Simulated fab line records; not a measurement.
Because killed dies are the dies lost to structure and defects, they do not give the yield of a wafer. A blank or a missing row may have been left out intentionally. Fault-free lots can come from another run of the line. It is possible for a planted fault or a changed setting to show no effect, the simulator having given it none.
fab line records ; flow n5Finfet
record lots=7; wafers=39
route steps=1938 shown FIN_SAQP@96 DUMMY_GATE@243 SD_EPI_N@288 HKMG_FIN@448 MOL_CONTACT_COAG@579
startH: the number of hours between the record's first day and the start of the first shown wafer of the lot ; waitH: how many hours have passed since the lot's step before this one ; " as in the row above ; L1.1+2: a row that stands for several wafers ; - no value, or no start given ; * or withheld: withheld ; < > ~ a bound
route shown NAME@n: NAME is a module with steps in the file, n the number in the route of the first one ; usual: mean/standard deviation of fault-free wafers ; same: alike in all rows ; chamber/n: place in a boat ; sites: per-site readings ; _std_site: the values' standard deviation ; _edge_site: outer sites' mean less inner sites' ; radiusMm: for every site, how far away it sits from the centre of the wafer ; mask NAME#n: copy n ; behind: the tool/chamber that last shaped the wafer ; hold: reason for holding the lot/hours on hold/outcome of the hold ; device: the n, p or np transistor that did not switch ; end of line: tests of these same wafers at the route's end ; a step without rows: its recipe alone ; killed: at the first sort, the dies lost to defects and structure; wafer yield is something else ; map: a wafer's dies, x killed, . not, _ none there
set.NAME: the setting that was run; set.NAME@STEP: the one run at that earlier step ; model.NAME: the simulator's own value behind a step, which no gauge read
lots whose settings were changed on purpose; a table a step, a row a wafer
## steps
# step N5_FIN_SAQP_HM_DEP_03
# recipe material=SiNx; targetThkA=380; tempC=400; precursor=SiH4/NH3/N2; pressureTorr=1.5; rfW=300; timeS=33.6
lot.wafer;tool;chamber;startH;waitH;set.timeS;model.SiNx_of_FIN_SAQP_HM_DEP_03.thkNm
L074.1;pecvd-02;0;22.11;0.2;33.6;37.01
L074.5;pecvd-02;0;22.11;0.2;33.6;37.59
L074.6;pecvd-02;1;22.11;0.2;33.6;37.87
L076.1;pecvd-04;1;36.89;0.2;45.97;50.59
L076.2;pecvd-04;0;36.89;0.2;45.97;51.2
L076.3;pecvd-04;2;36.89;0.2;33.6;37.76
L076.4;pecvd-04;2;36.89;0.2;33.6;38.07
L076.5;pecvd-04;1;36.89;0.2;45.97;51.65
L076.6;pecvd-04;0;36.89;0.2;33.6;37.34
L077.1;pecvd-02;1;38.66;0.2;27.31;30.64
L077.2;pecvd-02;0;38.66;0.2;27.31;30.56
L077.3;pecvd-02;0;38.66;0.2;33.6;38.19
L077.4;pecvd-02;1;38.66;0.2;33.6;38.58
L077.5;pecvd-02;1;38.66;0.2;27.31;31.08
L077.6;pecvd-02;0;38.66;0.2;33.6;38.69
L078.1;pecvd-02;1;45.07;0.2;33.6;37.36
L078.2+3;pecvd-02;0,1;45.07;0.2;33.6;37.85
L078.4;pecvd-02;0;45.07;0.2;33.6;38.16
L078.5;pecvd-02;1;45.07;0.2;33.6;37.79
L078.6;pecvd-02;0;45.07;0.2;33.6;37.84
L093.1;pecvd-04;1;138.23;0.2;17.9;20.67
L093.2;pecvd-04;0;138.23;0.2;17.9;20.79
L093.3;pecvd-04;2;138.23;0.2;33.6;38.22
L093.4;pecvd-04;2;138.23;0.2;33.6;39.09
L093.5;pecvd-04;0;138.23;0.2;33.6;38.62
L093.6;pecvd-04;1;138.23;0.2;17.9;20.93
L096.1;pecvd-02;2;153.61;0.2;33.6;37.02
L096.2;pecvd-02;0;153.61;0.2;33.6;37.38
L096.3;pecvd-02;1;153.61;0.2;33.6;37.74
L096.4;pecvd-02;0;153.61;0.2;33.6;37.53
L096.5;pecvd-02;1;153.61;0.2;33.6;37.75
L096.6;pecvd-02;2;153.61;0.2;33.6;37.65
L097.1;pecvd-03;1;159.18;0.2;48.57;53.84
L097.2;pecvd-03;0;159.18;0.2;33.6;37.91
L097.3;pecvd-03;2;159.18;0.2;48.57;54.31
L097.4;pecvd-03;1;159.18;0.2;33.6;37.41
L097.5;pecvd-03;0;159.18;0.2;33.6;39.16
L097.6;pecvd-03;2;159.18;0.2;48.57;55.08
# step N5_FIN_SAQP_THK_MEAS_05
# usual thkNm=37.9/0.51
lot.wafer;tool;chamber;startH;waitH;set.timeS@FIN_SAQP_HM_DEP_03;thkNm
L074.1;filmMetro-02;-;22.23;0.1;33.6;37.0
L074.5;filmMetro-02;-;22.23;0.1;33.6;37.6
L074.6;filmMetro-02;-;22.23;0.1;33.6;37.8
L076.1;filmMetro-01;-;36.98;0.1;45.97;50.6
L076.2;filmMetro-01;-;36.98;0.1;45.97;51.2
L076.3;filmMetro-01;-;36.98;0.1;33.6;37.8
L076.4;filmMetro-01;-;36.98;0.1;33.6;38.1
L076.5;filmMetro-01;-;36.98;0.1;45.97;51.6
L076.6;filmMetro-01;-;36.98;0.1;33.6;37.4
L077.1;filmMetro-01;-;38.77;0.1;27.31;30.6
L077.2;filmMetro-01;-;38.77;0.1;27.31;30.5
L077.3;filmMetro-01;-;38.77;0.1;33.6;38.2
L077.4;filmMetro-01;-;38.77;0.1;33.6;38.6
L077.5;filmMetro-01;-;38.77;0.1;27.31;31.1
L077.6;filmMetro-01;-;38.77;0.1;33.6;38.7
L078.1;filmMetro-02;-;45.19;0.1;33.6;37.4
L078.2;filmMetro-02;-;45.19;0.1;33.6;37.9
L078.3;filmMetro-02;-;45.19;0.1;33.6;37.9
L078.4;filmMetro-02;-;45.19;0.1;33.6;38.2
L078.5;filmMetro-02;-;45.19;0.1;33.6;37.8
L078.6;filmMetro-02;-;45.19;0.1;33.6;37.9
L093.1;filmMetro-01;-;138.32;0.1;17.9;20.7
L093.2;filmMetro-01;-;138.32;0.1;17.9;20.8
L093.3;filmMetro-01;-;138.32;0.1;33.6;38.2
L093.4;filmMetro-01;-;138.32;0.1;33.6;39.1
L093.5;filmMetro-01;-;138.32;0.1;33.6;38.7
L093.6;filmMetro-01;-;138.32;0.1;17.9;20.9
L096.1;filmMetro-01;-;153.69;0.1;33.6;37.0
L096.2;filmMetro-01;-;153.69;0.1;33.6;37.4
L096.3;filmMetro-01;-;153.69;0.1;33.6;37.7
L096.4;filmMetro-01;-;153.69;0.1;33.6;37.5
L096.5;filmMetro-01;-;153.69;0.1;33.6;37.7
L096.6;filmMetro-01;-;153.69;0.1;33.6;37.6
L097.1;filmMetro-02;-;159.26;0.1;48.57;53.8
L097.2;filmMetro-02;-;159.26;0.1;33.6;37.9
L097.3;filmMetro-02;-;159.26;0.1;48.57;54.3
L097.4;filmMetro-02;-;159.26;0.1;33.6;37.4
L097.5;filmMetro-02;-;159.26;0.1;33.6;39.1
L097.6;filmMetro-02;-;159.26;0.1;48.57;55.1
# step N5_FIN_SAQP_PECVD_47
# recipe material=a-Si; targetThkA=450; tempC=400; precursor=SiH4/He; pressureTorr=3; rfW=100; timeS=36.3
# step N5_FIN_SAQP_PECVD_48
# recipe material=SiNx; targetThkA=250; tempC=400; precursor=SiH4/NH3/N2; pressureTorr=1.5; rfW=300; timeS=22.1
# step N5_FIN_SAQP_ETCH_57
# recipe chemistry=CH3F/O2; target=SiNx; maskMaterial=SiO2; targetDepthA=325; timeS=46.4; pressureMtorr=30; sourceW=395; biasW=73; Ar_flow_sccm=150; CH3F_flow_sccm=30; O2_flow_sccm=20; ionEnergyEv=120; ends=cleared
# step N5_FIN_SAQP_ETCH_65
# recipe chemistry=CF4; target=SiO2; targetDepthA=40; ionEnergyEv=350; timeS=4.4; pressureMtorr=10; icpW=800; biasW=400; cf4FlowSccm=80
# step N5_FIN_SAQP_MANDREL_ETCH_58
# recipe chemistry=HBr/Cl2; target=a-Si; targetDepthA=450; btTimeS=10; stopOn=SiNx; maskMaterial=SiO2; overEtchFrac=0.8; timeS=27; pressureMtorr=10; icpW=800; biasW=75; HBr_flow_sccm=150; Cl2_flow_sccm=80; ends=endPoint
lot.wafer;tool;chamber;startH;waitH;set.timeS@FIN_SAQP_HM_DEP_03;model.SiNx_of_FIN_SAQP_HM_DEP_03.thkNm
L074.1;rieSi-06;1;25.43;0.0;33.6;37.01
L074.5;rieSi-06;1;25.43;0.0;33.6;37.59
L074.6;rieSi-06;0;25.43;0.0;33.6;37.87
L076.1;rieSi-06;0;40.15;0.0;45.97;50.59
L076.2;rieSi-06;1;40.15;0.0;45.97;51.2
L076.3;rieSi-06;2;40.15;0.0;33.6;37.76
L076.4;rieSi-06;3;40.15;0.0;33.6;38
L076.5;rieSi-06;2;40.15;0.0;45.97;51.65
L076.6;rieSi-06;3;40.15;0.0;33.6;37.4
L077.1;rieSi-06;3;41.78;0.0;27.31;30.6
L077.2;rieSi-06;0;41.78;0.0;27.31;30.56
L077.3;rieSi-06;1;41.78;0.0;33.6;38.19
L077.4;rieSi-06;2;41.78;0.0;33.6;38.58
L077.5;rieSi-06;1;41.78;0.0;27.31;31.08
L077.6;rieSi-06;0;41.78;0.0;33.6;38.69
L078.1;rieSi-06;0;48.04;0.0;33.6;37.36
L078.2+6;rieSi-06;3;48.04;0.0;33.6;37.8
L078.3;rieSi-06;2;48.04;0.0;33.6;37.85
L078.4;rieSi-06;1;48.04;0.0;33.6;38.16
L078.5;rieSi-06;2;48.04;0.0;33.6;37.79
L093.1;rieSi-06;3;141.93;0.0;17.9;20.6
L093.2;rieSi-06;0;141.93;0.0;17.9;20.79
L093.3;rieSi-06;2;141.93;0.0;33.6;38.22
L093.4;rieSi-06;1;141.93;0.0;33.6;39.09
L093.5;rieSi-06;3;141.93;0.0;33.6;38.6
L093.6;rieSi-06;0;141.93;0.0;17.9;20.93
L096.1;rieSi-06;2;156.74;0.0;33.6;37.02
L096.2;rieSi-06;1;156.74;0.0;33.6;37.38
L096.3;rieSi-06;3;156.74;0.0;33.6;37.8
L096.4;rieSi-06;0;156.74;0.0;33.6;37.53
L096.5;rieSi-06;1;156.74;0.0;33.6;37.75
L096.6;rieSi-06;0;156.74;0.0;33.6;37.65
L097.1;rieSi-02;0;162.25;0.0;48.57;53.84
L097.2;rieSi-02;3;162.25;0.0;33.6;37.8
L097.3;rieSi-02;2;162.25;0.0;48.57;54.2
L097.4;rieSi-02;1;162.25;0.0;33.6;37.4
L097.5;rieSi-02;3;162.25;0.0;33.6;39
L097.6;rieSi-02;0;162.25;0.0;48.57;55.08
# step N5_FIN_SAQP_RECESS_63
# recipe chemistry=HF/NH3; target=SiO2; targetDepthA=180; afsCycles=3; tempC=30; sublimationTempC=180; sublimationTimeS=60
# step N5_FIN_SAQP_COAT_68
# recipe resist=SOC; tempC=250; timeS=60; spinRpm=1500; resistThkNm=100
# step N5_FIN_SAQP_MANDREL2_REMOVE_60
# recipe chemistry=HBr/Cl2/O2; btTimeS=10; target=a-Si; stopOn=SiNx; endpoint=OES-SiCl; overEtchFrac=1; icpW=600; biasW=22; HBr_flow_sccm=150; Cl2_flow_sccm=80; O2_flow_sccm=5; pressureMtorr=10
# step N5_FIN_SAQP_HM_OPEN_33
# recipe chemistry=CH3F/O2; target=SiNx; maskMaterial=SiO2; targetDepthA=494; timeS=70.6; pressureMtorr=30; sourceW=395; biasW=73; Ar_flow_sccm=150; CH3F_flow_sccm=30; O2_flow_sccm=20; ionEnergyEv=120; ends=cleared
# usual etchRfOnTimeS=69.1/1.7
lot.wafer;tool;chamber;startH;waitH;set.timeS@FIN_SAQP_HM_DEP_03;etchRfOnTimeS;model.etch.depthNm
L074.1;rieDiel-02;1;27.52;0.3;33.6;67.2;36.39
L074.5;rieDiel-02;0;27.52;0.3;33.6;66.8;36.97
L074.6;rieDiel-02;3;27.52;0.3;33.6;69.6;37.24
L076.1;rieDiel-03;1;42.01;0.0;45.97;95.7;49.97
L076.2;rieDiel-03;3;42.01;0.0;45.97;91.4;50.57
L076.3;rieDiel-03;0;42.01;0.0;33.6;71.4;37.13
L076.4;rieDiel-03;2;42.01;0.0;33.6;68.8;37.4
L076.5;rieDiel-03;2;42.01;0.0;45.97;93.6;51.02
L076.6;rieDiel-03;3;42.01;0.0;33.6;66.7;36.68
L077.1;rieDiel-03;0;43.19;0.0;27.31;59.1;29.98
L077.2;rieDiel-03;1;43.19;0.0;27.31;58.4;29.93
L077.3;rieDiel-03;3;43.19;0.0;33.6;69.5;37.56
L077.4;rieDiel-03;2;43.19;0.0;33.6;70.7;37.95
L077.5;rieDiel-03;0;43.19;0.0;27.31;59.5;30.45
L077.6;rieDiel-03;3;43.19;0.0;33.6;70.5;38.06
L078.1;rieDiel-04;3;49.53;0.1;33.6;67.9;36.73
L078.2;rieDiel-04;0;49.53;0.1;33.6;70.8;37.19
L078.3;rieDiel-04;1;49.53;0.1;33.6;69.6;37.22
L078.4;rieDiel-04;2;49.53;0.1;33.6;70.1;37.54
L078.5;rieDiel-04;3;49.53;0.1;33.6;68.5;37.16
L078.6;rieDiel-04;2;49.53;0.1;33.6;69.1;37.18
L093.1;rieDiel-02;2;143.56;0.1;17.9;37.3;20.01
L093.2;rieDiel-02;3;143.56;0.1;17.9;37.7;20.16
L093.3;rieDiel-02;0;143.56;0.1;33.6;67.6;37.6
L093.4;rieDiel-02;1;143.56;0.1;33.6;71.4;38.46
L093.5;rieDiel-02;1;143.56;0.1;33.6;70.0;37.96
L093.6;rieDiel-02;0;143.56;0.1;17.9;36.3;20.3
L096.1;rieDiel-02;2;158.38;0.1;33.6;67.8;36.39
L096.2;rieDiel-02;0;158.38;0.1;33.6;66.5;36.76
L096.3;rieDiel-02;1;158.38;0.1;33.6;68.2;37.08
L096.4;rieDiel-02;3;158.38;0.1;33.6;69.2;36.9
L096.5;rieDiel-02;2;158.38;0.1;33.6;68.8;37.13
L096.6;rieDiel-02;1;158.38;0.1;33.6;68.1;37.03
L097.1;rieDiel-03;3;163.66;0.0;48.57;98.7;53.21
L097.2;rieDiel-03;2;163.66;0.0;33.6;69.0;37.11
L097.3;rieDiel-03;1;163.66;0.0;48.57;100.6;53.55
L097.4;rieDiel-03;1;163.66;0.0;33.6;68.8;36.74
L097.5;rieDiel-03;3;163.66;0.0;33.6;71.2;38.35
L097.6;rieDiel-03;2;163.66;0.0;48.57;101.2;54.45
# step N5_DUMMY_GATE_ETCH_31
# recipe chemistry=C4F6/O2; target=SiO2; maskMaterial=SOC; targetDepthA=825; timeS=27.5; ionEnergyEv=250; pressureMtorr=30; sourceW=345; biasW=185; Ar_flow_sccm=300; C4F6_flow_sccm=10; O2_flow_sccm=10
lot.wafer;tool;chamber;startH;waitH;set.targetDepthA;model.etch.depthNm;model.SOC_of_DUMMY_GATE_COAT_34.thkNm
L074.1;rieDiel-06;1;47.36;0.0;825;81.58;51.6
L074.5;rieDiel-06;0;47.36;0.0;825;79.67;52
L074.6;rieDiel-06;1;47.36;0.0;825;81.05;51.8
L076.1;rieDiel-05;0;62.30;0.3;825;82.5;51.8
L076.2;rieDiel-05;2;62.30;0.3;825;82.32;51.8
L076.3;rieDiel-05;1;62.30;0.3;1224;124.2;47.8
L076.4;rieDiel-05;3;62.30;0.3;1224;121.9;47.8
L076.5;rieDiel-05;0;62.30;0.3;1224;121.8;48
L076.6;rieDiel-05;3;62.30;0.3;825;82.29;51.8
L077.1;rieDiel-05;3;64.41;0.2;502.1;49.98;54.6
L077.2;rieDiel-05;2;64.41;0.2;502.1;49.84;54.8
L077.3;rieDiel-05;0;64.41;0.2;825;82.1;51.4
L077.4;rieDiel-05;1;64.41;0.2;502.1;50.77;54.6
L077.5;rieDiel-05;2;64.41;0.2;825;82.76;51.6
L077.6;rieDiel-05;3;64.41;0.2;825;82.45;51.2
L078.1;rieDiel-05;1;70.09;0.0;565.1;57.23;54.8
L078.2;rieDiel-05;0;70.09;0.0;825;82.36;51.8
L078.3;rieDiel-05;3;70.09;0.0;825;82.84;51.8
L078.4;rieDiel-05;2;70.09;0.0;825;83.72;51.8
L078.5;rieDiel-05;0;70.09;0.0;565.1;56.61;54.6
L078.6;rieDiel-05;3;70.09;0.0;565.1;56.29;54.6
L093.1;rieDiel-06;1;163.65;0.0;524.6;51.55;54.6
L093.2;rieDiel-06;3;163.65;0.0;825;81.41;52.2
L093.3;rieDiel-06;2;163.65;0.0;524.6;52.97;54.8
L093.4;rieDiel-06;0;163.65;0.0;524.6;51.28;54.8
L093.5;rieDiel-06;0;163.65;0.0;825;79.89;52
L093.6;rieDiel-06;3;163.65;0.0;825;81.43;52
L096.1;rieDiel-01;2;179.05;0.1;825;84.35;51.4
L096.2;rieDiel-01;0;179.05;0.1;1010;100.6;50
L096.3;rieDiel-01;1;179.05;0.1;825;78.31;52
L096.4;rieDiel-01;3;179.05;0.1;1010;100.7;49.8
L096.5;rieDiel-01;2;179.05;0.1;1010;102.7;49.6
L096.6;rieDiel-01;3;179.05;0.1;825;82.44;51.8
L097.1;rieDiel-06;0;184.86;0.0;825;79.57;52.4
L097.2;rieDiel-06;1;184.86;0.0;825;81.15;51.6
L097.3;rieDiel-06;3;184.86;0.0;825;81.27;52.2
L097.4;rieDiel-06;2;184.86;0.0;394.2;39.61;56.2
L097.5;rieDiel-06;0;184.86;0.0;394.2;37.71;56.2
L097.6;rieDiel-06;1;184.86;0.0;394.2;38.64;56.2
# step N5_DUMMY_GATE_STRIP_41
# recipe chemistry=O2; powerW=400; tempC=40; pressureMtorr=30; rfFrequencyHz=6e+07; biasPowerW=0; overashFraction=0.3; o2FlowSccm=225
# step N5_DUMMY_GATE_HM_OPEN_21
# recipe chemistry=CH3F/O2; target=SiNx; targetDepthA=1200; Ar_flow_sccm=150; CH3F_flow_sccm=30; O2_flow_sccm=23; timeS=171.4; pressureMtorr=30; sourceW=395; biasW=73; ionEnergyEv=120.7
# step N5_DUMMY_GATE_ETCH_32
# recipe chemistry=CF4; target=SiO2; targetDepthA=35; timeS=3.9; ionEnergyEv=350; pressureMtorr=10; icpW=800; biasW=400; cf4FlowSccm=80
# step N5_DUMMY_GATE_ETCH_23
# recipe chemistry=HBr/Cl2/O2; HBr_flow_sccm=150; Cl2_flow_sccm=80; O2_flow_sccm=12; biasW=102; targetDepthA=410; timeS=22.3; target=poly-Si; maskMaterial=SiO2; pressureMtorr=10; icpW=800
# step N5_DUMMY_GATE_ETCH_44
# recipe chemistry=HBr/O2; overEtchFrac=0.7; targetDepthA=1275; stopOn=SiO2; ionEnergyEv=60; biasW=20; target=poly-Si; maskMaterial=SiO2; pressureMtorr=20; icpW=400; HBr_flow_sccm=120; O2_flow_sccm=10
# usual oesProductAu=0.728/0.011
lot.wafer;tool;chamber;startH;waitH;set.targetDepthA@DUMMY_GATE_ETCH_31;oesProductAu
L074.1;rieSi-01;3;47.70;0.0;825;0.727
L074.5;rieSi-01;3;47.70;0.0;825;0.741
L074.6;rieSi-01;2;47.70;0.0;825;0.724
L076.1;rieSi-01;0;62.64;0.0;825;0.733
L076.2;rieSi-01;2;62.64;0.0;825;0.711
L076.3;rieSi-01;3;62.64;0.0;1224;0.732
L076.4;rieSi-01;1;62.64;0.0;1224;0.742
L076.5;rieSi-01;3;62.64;0.0;1224;0.736
L076.6;rieSi-01;2;62.64;0.0;825;0.720
L077.1;rieSi-01;2;64.74;0.0;502.1;0.370
L077.2;rieSi-01;0;64.74;0.0;502.1;0.375
L077.3;rieSi-01;3;64.74;0.0;825;0.737
L077.4;rieSi-01;1;64.74;0.0;502.1;0.386
L077.5;rieSi-01;0;64.74;0.0;825;0.730
L077.6;rieSi-01;3;64.74;0.0;825;0.727
L078.1;rieSi-03;1;70.43;0.0;565.1;0.393
L078.2;rieSi-03;0;70.43;0.0;825;0.708
L078.3;rieSi-03;3;70.43;0.0;825;0.731
L078.4;rieSi-03;2;70.43;0.0;825;0.739
L078.5;rieSi-03;2;70.43;0.0;565.1;0.387
L078.6;rieSi-03;3;70.43;0.0;565.1;0.388
L093.1;rieSi-01;3;163.99;0.0;524.6;0.388
L093.2;rieSi-01;0;163.99;0.0;825;0.724
L093.3;rieSi-01;1;163.99;0.0;524.6;0.379
L093.4;rieSi-01;2;163.99;0.0;524.6;0.376
L093.5;rieSi-01;3;163.99;0.0;825;0.732
L093.6;rieSi-01;0;163.99;0.0;825;0.736
L096.1;rieSi-05;2;179.38;0.0;825;0.714
L096.2;rieSi-05;3;179.38;0.0;1010;0.717
L096.3;rieSi-05;1;179.38;0.0;825;0.727
L096.4;rieSi-05;0;179.38;0.0;1010;0.730
L096.5;rieSi-05;1;179.38;0.0;1010;0.731
L096.6;rieSi-05;2;179.38;0.0;825;0.724
L097.1;rieSi-03;2;185.20;0.0;825;0.728
L097.2;rieSi-03;0;185.20;0.0;825;0.713
L097.3;rieSi-03;1;185.20;0.0;825;0.743
L097.4;rieSi-03;3;185.20;0.0;394.2;0.371
L097.5;rieSi-03;3;185.20;0.0;394.2;0.375
L097.6;rieSi-03;0;185.20;0.0;394.2;0.363
# step N5_SD_EPI_N_EPI_21
# recipe material=Si:P; dopant=P; tempC=680; pressureTorr=255; timeS=690
lot.wafer;tool;chamber;startH;waitH;set.epiGrowthTimeS;model.Si-P_of_SD_EPI_N_EPI_21.thkNm
L074.1;epiRpcvd-02;0;50.90;0.1;690;58.6
L074.5+6;epiRpcvd-02;0;52.02;1.1;690;59.2
L076.1;epiRpcvd-04;0;65.97;0.1;880.6;69.4
L076.2;epiRpcvd-04;0;65.97;0.1;690;58.4
L076.3;epiRpcvd-04;0;65.97;0.1;690;58.8
L076.4;epiRpcvd-04;0;65.97;0.1;880.6;70.6
L076.5;epiRpcvd-04;0;65.97;0.1;880.6;70.4
L076.6;epiRpcvd-04;0;65.97;0.1;690;59.6
L077.1;epiRpcvd-02;0;68.40;0.2;869.9;70.4
L077.2;epiRpcvd-02;0;68.40;0.2;690;59.8
L077.3+6;epiRpcvd-02;0;68.40;0.2;869.9;69.6
L077.4;epiRpcvd-02;0;68.40;0.2;690;60
L077.5;epiRpcvd-02;0;68.40;0.2;690;58.8
L078.1;epiRpcvd-04;0;73.62;0.1;428.1;39.4
L078.2;epiRpcvd-04;0;73.62;0.1;690;57.4
L078.3;epiRpcvd-04;0;73.62;0.1;428.1;38.4
L078.4;epiRpcvd-04;0;73.62;0.1;690;59.2
L078.5;epiRpcvd-04;0;73.62;0.1;428.1;39.2
L078.6;epiRpcvd-04;0;73.62;0.1;690;58.2
L093.1;epiRpcvd-04;0;167.03;0.1;690;58.6
L093.2;epiRpcvd-04;0;167.03;0.1;950.6;74.4
L093.3;epiRpcvd-04;0;167.03;0.1;950.6;74.2
L093.4;epiRpcvd-04;0;167.03;0.1;690;58.8
L093.5;epiRpcvd-04;0;167.03;0.1;690;59
L093.6;epiRpcvd-04;0;167.03;0.1;950.6;75
L096.1;epiRpcvd-03;0;182.78;0.1;690;59
L096.2+4+6;epiRpcvd-03;0;182.78;0.1;690;58.8
L096.3;epiRpcvd-03;0;182.78;0.1;690;59.4
L096.5;epiRpcvd-03;0;182.78;0.1;690;58.6
L097.1;epiRpcvd-02;0;189.63;0.1;690;59
L097.2;epiRpcvd-02;0;189.63;0.1;690;58.6
L097.3;epiRpcvd-02;0;189.63;0.1;690;59.4
L097.4;epiRpcvd-02;0;189.63;0.1;690;58.8
L097.5;epiRpcvd-02;0;189.63;0.1;690;58.4
L097.6;epiRpcvd-02;0;189.63;0.1;690;59.6
# step N5_SD_EPI_N_EPI_MEAS_23
# recipe mode=xrd
# usual thkNm=59.0/1.1
lot.wafer;tool;chamber;startH;waitH;set.epiGrowthTimeS@SD_EPI_N_EPI_21;thkNm
L074.1;filmMetro-02;-;52.61;1.4;690;56.3
L074.5;filmMetro-02;-;52.61;1.4;690;59.0
L074.6;filmMetro-02;-;52.61;1.4;690;59.0
L076.1;filmMetro-01;-;67.69;1.4;880.6;69.0
L076.2;filmMetro-01;-;67.69;1.4;690;59.4
L076.3;filmMetro-01;-;67.69;1.4;690;58.7
L076.4;filmMetro-01;-;67.69;1.4;880.6;70.8
L076.5;filmMetro-01;-;67.69;1.4;880.6;71.8
L076.6;filmMetro-01;-;67.69;1.4;690;58.3
L077.1;filmMetro-01;-;70.67;1.9;869.9;70.8
L077.2;filmMetro-01;-;70.67;1.9;690;61.7
L077.3;filmMetro-01;-;70.67;1.9;869.9;70.2
L077.4;filmMetro-01;-;70.67;1.9;690;60.3
L077.5;filmMetro-01;-;70.67;1.9;690;59.5
L077.6;filmMetro-01;-;70.67;1.9;869.9;71.9
L078.1;filmMetro-02;-;75.34;1.4;428.1;39.0
L078.2;filmMetro-02;-;75.34;1.4;690;56.7
L078.3;filmMetro-02;-;75.34;1.4;428.1;38.3
L078.4;filmMetro-02;-;75.34;1.4;690;58.5
L078.5;filmMetro-02;-;75.34;1.4;428.1;39.1
L078.6;filmMetro-02;-;75.34;1.4;690;58.1
L093.1;filmMetro-02;-;168.75;1.4;690;58.1
L093.2;filmMetro-02;-;168.75;1.4;950.6;74.4
L093.3;filmMetro-02;-;168.75;1.4;950.6;72.3
L093.4;filmMetro-02;-;168.75;1.4;690;58.2
L093.5;filmMetro-02;-;168.75;1.4;690;60.1
L093.6;filmMetro-02;-;168.75;1.4;950.6;75.6
L096.1;filmMetro-01;-;184.49;1.4;690;60.1
L096.2;filmMetro-01;-;184.49;1.4;690;60.1
L096.3;filmMetro-01;-;184.49;1.4;690;60.9
L096.4;filmMetro-01;-;184.49;1.4;690;58.2
L096.5;filmMetro-01;-;184.49;1.4;690;58.1
L096.6;filmMetro-01;-;184.49;1.4;690;59.8
L097.1;filmMetro-02;-;191.35;1.4;690;60.0
L097.2;filmMetro-02;-;191.35;1.4;690;58.9
L097.3;filmMetro-02;-;191.35;1.4;690;58.4
L097.4;filmMetro-02;-;191.35;1.4;690;58.5
L097.5;filmMetro-02;-;191.35;1.4;690;57.5
L097.6;filmMetro-02;-;191.35;1.4;690;59.3
# step N5_HKMG_FIN_NWFM_ALD_20
# recipe material=TiAlC; targetThkA=20; tempC=300; aldPrecursorFamily=TiCl4; aldCoReactant=TEA; pulseTimeS=3; purgeTimeS=2; coReactantPurgeTimeS=2; coReactantPulseTimeS=10; aldCycles=7; pressureTorr=3
lot.wafer;tool;chamber;startH;waitH;set.aldCycles;model.TiAlC_of_HKMG_FIN_NWFM_ALD_20.thkNm
L074.1+5+6;aldMetal-04;2,2,3;77.00;0.3;7;2
L076.1+4+6;aldMetal-01;1,0,3;91.15;0.3;7;2
L076.2+3+5;aldMetal-01;2,3,0;91.15;0.3;9;2.6
L077.1+4+5;aldMetal-04;1,0,2;98.01;0.3;7;2
L077.2+3+6;aldMetal-04;0,2,1;98.01;0.3;8;2.2
L078.1+2+3;aldMetal-01;0,2,3;104.21;0.3;10;2.8
L078.4+5+6;aldMetal-01;1,3,0;104.21;0.3;7;2
L093.1+3+6;aldMetal-01;0,3,0;192.97;0.3;10;2.8
L093.2+4+5;aldMetal-01;2,1,3;192.97;0.3;7;2
L096.1+2+3+4+5+6;aldMetal-01;2,3,0,1,2,3;210.07;0.3;7;2
L097.1+2+4;aldMetal-04;2,0,3;216.34;0.3;9;2.6
L097.3+5+6;aldMetal-04;1,0,1;216.34;0.3;7;2
# step N5_MOL_CONTACT_COAG_ALD_131
# recipe material=SiO2; targetThkA=50; tempC=100; aldPrecursorFamily=BDEAS; aldCoReactant=O2-plasma; pulseTimeS=1; coReactantPulseTimeS=1; purgeTimeS=2; coReactantPurgeTimeS=2; aldCycles=35; pressureTorr=2
lot.wafer;tool;chamber;startH;waitH;set.aldCycles;model.SiO2_of_MOL_CONTACT_COAG_ALD_131.thkNm
L074.1+5+6;aldSin-02;0,3,0;100.13;0.1;35;5
L076.1+3+5;aldSin-04;3,2,0;113.69;0.4;15;2.2
L076.2+4+6;aldSin-04;1,0,3;113.69;0.4;35;5
L077.1+2+6;aldSin-04;1,0,3;118.98;0.1;35;5
L077.3+4+5;aldSin-04;3,2,2;118.98;0.1;50;7.2
L078.1+2+6;aldSin-04;0,1,2;126.66;0.1;35;5
L078.3+4+5;aldSin-04;3,2,3;126.66;0.1;27;3.8
L093.1+2+5;aldSin-02;3,2,3;215.52;0.1;35;5
L093.3+4+6;aldSin-02;1,0,2;215.52;0.1;24;3.4
L096.1+5+6;aldSin-04;0,3,0;233.12;0.3;35;5
L096.2+3+4;aldSin-04;1,2,3;233.12;0.3;14;2
L097.1+2+3+4+5+6;aldSin-02;3,2,1,0,0,3;239.76;0.1;35;5
## key
split step=N5_FIN_SAQP_HM_DEP_03; setting=timeS; stated=33.6; by=wafer
response step=N5_FIN_SAQP_HM_DEP_03; reading=model.SiNx_of_FIN_SAQP_HM_DEP_03.thkNm; change=+0.374; per=1%; r=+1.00
response step=N5_FIN_SAQP_THK_MEAS_05; reading=thkNm; change=*; per=1%; r=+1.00
response step=N5_FIN_SAQP_MANDREL_ETCH_58; reading=model.SiNx_of_FIN_SAQP_HM_DEP_03.thkNm; change=+0.375; per=1%; r=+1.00
response step=N5_FIN_SAQP_HM_OPEN_33; reading=etchRfOnTimeS; change=*; per=1%; r=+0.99
response step=N5_FIN_SAQP_HM_OPEN_33; reading=model.etch.depthNm; change=+0.375; per=1%; r=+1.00
split step=N5_DUMMY_GATE_ETCH_31; setting=targetDepthA; stated=825; by=wafer
response step=N5_DUMMY_GATE_ETCH_31; reading=model.etch.depthNm; change=+0.82; per=1%; r=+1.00
response step=N5_DUMMY_GATE_ETCH_31; reading=model.SOC_of_DUMMY_GATE_COAT_34.thkNm; change=-0.0812; per=1%; r=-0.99
response step=N5_DUMMY_GATE_ETCH_44; reading=oesProductAu; shape=bent; atLowest=0.369; atStated=0.727; atHighest=0.737
split step=N5_SD_EPI_N_EPI_21; setting=epiGrowthTimeS; stated=690; by=wafer
response step=N5_SD_EPI_N_EPI_21; reading=model.Si-P_of_SD_EPI_N_EPI_21.thkNm; change=+0.442; per=1%; r=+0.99
response step=N5_SD_EPI_N_EPI_MEAS_23; reading=thkNm; change=*; per=1%; r=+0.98
split step=N5_HKMG_FIN_NWFM_ALD_20; setting=aldCycles; stated=7; by=wafer
response step=N5_HKMG_FIN_NWFM_ALD_20; reading=model.TiAlC_of_HKMG_FIN_NWFM_ALD_20.thkNm; change=+0.0192; per=1%; r=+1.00
split step=N5_MOL_CONTACT_COAG_ALD_131; setting=aldCycles; stated=35; by=wafer
response step=N5_MOL_CONTACT_COAG_ALD_131; reading=model.SiO2_of_MOL_CONTACT_COAG_ALD_131.thkNm; change=+0.0501; per=1%; r=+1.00
